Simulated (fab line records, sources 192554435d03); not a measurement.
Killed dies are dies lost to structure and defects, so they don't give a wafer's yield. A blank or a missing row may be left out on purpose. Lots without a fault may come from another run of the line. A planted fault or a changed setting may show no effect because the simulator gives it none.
Chamber matching | flow n5_finfet | N5_BEOL_M10_CURE_71 on uv_cure-01: 3 sister chambers
The step cures SiCOH lowk, time 240 s. 20 wafers are shown with their chamber, then 10 later ones without.

WAFERS WITH THEIR CHAMBER
wafer  | chamber | wafer_temp_C_max | lamp_power_pct (%)
L075.1 | 2       | 386.8            | 52.26
L075.2 | 2       | 386.9            | 52.40
L075.5 | 2       | 386.6            | 52.21
L084.2 | 0       | 387.4            | 52.35
L084.3 | 0       | 388.0            | 52.40
L084.4 | 0       | 387.6            | 52.33
L088.2 | 1       | 386.9            | 52.22
L088.5 | 1       | 385.9            | 52.27
L088.6 | 1       | 385.9            | 52.25
L087.1 | 2       | 386.7            | 52.25
L087.2 | 2       | 386.3            | 52.34
L087.4 | 2       | 386.4            | 52.39
L087.3 | 2       | 386.4            | 52.23
L087.5 | 2       | 387.1            | 52.25
L087.6 | 2       | 386.7            | 52.37
L089.1 | 2       | 386.2            | 52.29
L089.4 | 2       | 386.5            | 52.17
L089.6 | 2       | 386.8            | 52.21
L089.2 | 2       | 386.3            | 52.34
L089.3 | 2       | 386.7            | 52.34

SIGNATURES (means of the wafers above)
reading          | chamber 0 | chamber 1 | chamber 2 | scatter within a chamber
wafer_temp_C_max | 387.667   | 386.233   | 386.600   | 0.319
lamp_power_pct   | 52.3600   | 52.2467   | 52.2893   | 0.0663
Rule: a wafer's distance from a chamber is the root of the sum, over the readings, of the square of ((its reading less the chamber's mean) divided by the reading's scatter). The wafer belongs to the nearest chamber; if the next one is less than 2 further off, it can't be placed. The scatter: the root of (the sum of the squares of (reading less its chamber's mean) over the shown wafers, divided by (wafers less chambers)).

WAFERS WITHOUT THEIR CHAMBER
wafer  | wafer_temp_C_max | lamp_power_pct (%)
L089.5 | 386.4            | 52.32
L091.2 | 386.7            | 52.26
L091.4 | 386.4            | 52.33
L091.6 | 386.3            | 52.34
L092.2 | 386.9            | 52.32
L092.4 | 386.3            | 52.35
L092.6 | 386.8            | 52.37
L096.2 | 385.7            | 52.34
L096.4 | 386.4            | 52.36
L096.6 | 386.4            | 52.25

WHICH CHAMBER EACH WENT THROUGH
wafer  | from the rows above          | in truth
L089.5 | can't be placed: 2 or 1      | 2
L091.2 | can't be placed: 2 or 1      | 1
L091.4 | can't be placed: 2 or 1      | 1
L091.6 | can't be placed: 2 or 1      | 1
L092.2 | can't be placed: 2 or 1 or 0 | 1
L092.4 | can't be placed: 2 or 1      | 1
L092.6 | can't be placed: 2 or 1 or 0 | 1
L096.2 | can't be placed: 1 or 2      | 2
L096.4 | can't be placed: 2 or 1      | 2
L096.6 | can't be placed: 1 or 2      | 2
Placed correctly: 0 of 10. Can't be placed from these rows: 10 (the true chamber is among the candidates in 10). Placed wrongly: 0.
